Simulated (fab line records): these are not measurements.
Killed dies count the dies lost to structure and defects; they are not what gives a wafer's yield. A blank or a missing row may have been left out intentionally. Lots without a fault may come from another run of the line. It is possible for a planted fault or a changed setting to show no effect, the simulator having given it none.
Matching of chambers | flow n5-finfet | N5_BEOL_M11_ALD_74 on ald-metal-03 has 4 sister chambers
The step deposits TaN, target thk 2 nm, pulse time 2 s, purge time 3 s. 4 wafers are shown with their chamber, then 7 later ones without.

WAFERS WITH THEIR CHAMBER
wafer  | chamber | heater-power-w (W)
L083.6 | 1       | 377
L085.3 | 3       | 469
L087.2 | 2       | 354
L087.4 | 0       | 435

WAFERS WITH NO CHAMBER GIVEN
wafer  | heater-power-w (W)
L087.6 | 393
L091.3 | 378
L091.4 | 431
L091.6 | 431
L092.1 | 467
L092.3 | 367
L092.4 | 380

WHICH CHAMBER EACH ONE RAN IN
wafer  | from the rows above     | in truth
L087.6 | 1                       | 1
L091.3 | 1                       | 1
L091.4 | 0                       | 0
L091.6 | 0                       | 0
L092.1 | 3                       | 3
L092.3 | can't be placed: 1 or 2 | 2
L092.4 | 1                       | 1
Correct placement for 6 of the 7. Not placeable from these rows: 1 (in 1, the candidates include the true chamber). Number placed wrongly: 0.
How it was worked out, from the rows above alone: a wafer's distance from a chamber is the root of the sum, over the readings, of the square of ((its reading less the chamber's mean) divided by the reading's scatter). The wafer belongs to the nearest chamber; if the next one is less than 2 further off, it can't be placed. A chamber's mean is the mean of its shown wafers. The scatter: with one shown wafer a chamber, the root of the mean of the squares of how far each hidden wafer lies from its nearest shown one.
